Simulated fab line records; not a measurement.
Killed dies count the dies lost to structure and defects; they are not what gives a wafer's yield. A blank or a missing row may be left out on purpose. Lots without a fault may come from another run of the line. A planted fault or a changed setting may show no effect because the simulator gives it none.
Matching of chambers + flow nand-harc + cmp-04 running NHARC_THIN_TSV_CMP_21: 3 sister chambers
The step polishes, t overpolish 30 s, target thk 2000 nm. 6 wafers are shown with their chamber, then 6 later ones without.

## WAFERS PAIRED WITH THEIR CHAMBERS
| wafer  | chamber | motor-current-A (A) | overpolish-run-s (s) |
|--------|---------|---------------------|----------------------|
| L672.3 | 1       | 11.4                | 30.009               |
| L672.5 | 1       | 11.2                | 30.002               |
| L672.6 | 2       | 11.3                | 29.985               |
| L680.4 | 2       | 11.1                | 29.987               |
| L685.4 | 0       | 11.7                | 29.997               |
| L685.5 | 0       | 11.2                | 30.021               |

## WAFERS WITH NO CHAMBER GIVEN
| wafer  | motor-current-A (A) | overpolish-run-s (s) |
|--------|---------------------|----------------------|
| L685.6 | 10.7                | 29.985               |
| L686.1 | 11.3                | 30.005               |
| L686.3 | 11.6                | 29.999               |
| L686.6 | 10.7                | 30.003               |
| L693.2 | 11.6                | 29.991               |
| L693.3 | 11.2                | 30.004               |

## EACH ONE'S CHAMBER
| wafer  | from the rows above          | in truth |
|--------|------------------------------|----------|
| L685.6 | can't be placed: 2 or 1 or 0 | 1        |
| L686.1 | can't be placed: 1 or 0 or 2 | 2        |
| L686.3 | can't be placed: 0 or 1 or 2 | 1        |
| L686.6 | can't be placed: 1 or 2 or 0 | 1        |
| L693.2 | can't be placed: 2 or 0 or 1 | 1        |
| L693.3 | can't be placed: 1 or 0 or 2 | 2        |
0 of 6 placed correctly. These rows do not allow placing 6 (true chamber among the candidates in 6). 0 placed wrongly.
How it was worked out, from the rows above alone: a wafer's distance from a chamber is the root of the sum, over the readings, of the square of ((its reading less the chamber's mean) divided by the reading's scatter). The wafer belongs to the nearest chamber; if the next one is less than 2 further off, it can't be placed. The mean given for a chamber averages the wafers shown for that chamber. The scatter: the root of (the sum of the squares of (reading less its chamber's mean) over the shown wafers, divided by (wafers less chambers)).
